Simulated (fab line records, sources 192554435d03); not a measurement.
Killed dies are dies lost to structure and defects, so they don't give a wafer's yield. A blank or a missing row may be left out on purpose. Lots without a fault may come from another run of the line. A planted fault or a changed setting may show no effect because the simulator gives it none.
Chamber matching | flow n5_finfet | N5_DUMMY_GATE_ALD_02 on ald_sin-02: 4 sister chambers
The step deposits SiO2, target thk 2 nm, pulse time 1 s. 4 wafers are shown with their chamber, then 12 later ones without.

WAFERS WITH THEIR CHAMBER
wafer  | chamber | heater_power_w (W)
L080.1 | 3       | 413
L085.5 | 2       | 406
L087.4 | 1       | 394
L087.5 | 0       | 519

WAFERS WITHOUT THEIR CHAMBER
wafer  | heater_power_w (W)
L090.1 | 416
L090.2 | 403
L090.6 | 404
L092.1 | 396
L092.2 | 525
L092.6 | 420
L096.2 | 406
L096.3 | 402
L096.5 | 521
L097.1 | 534
L097.3 | 404
L097.5 | 399

WHICH CHAMBER EACH WENT THROUGH
wafer  | from the rows above          | in truth
L090.1 | can't be placed: 3 or 2      | 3
L090.2 | can't be placed: 2 or 1 or 3 | 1
L090.6 | can't be placed: 2 or 3 or 1 | 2
L092.1 | can't be placed: 1 or 2      | 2
L092.2 | 0                            | 0
L092.6 | can't be placed: 3 or 2      | 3
L096.2 | can't be placed: 2 or 3      | 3
L096.3 | can't be placed: 2 or 1 or 3 | 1
L096.5 | 0                            | 0
L097.1 | 0                            | 0
L097.3 | can't be placed: 2 or 3 or 1 | 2
L097.5 | can't be placed: 1 or 2 or 3 | 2
Placed correctly: 3 of 12. Can't be placed from these rows: 9 (the true chamber is among the candidates in 9). Placed wrongly: 0.
How it was worked out, from the rows above alone: a wafer's distance from a chamber is the root of the sum, over the readings, of the square of ((its reading less the chamber's mean) divided by the reading's scatter). The wafer belongs to the nearest chamber; if the next one is less than 2 further off, it can't be placed. A chamber's mean is the mean of its shown wafers. The scatter: with one shown wafer a chamber, the root of the mean of the squares of how far each hidden wafer lies from its nearest shown one.
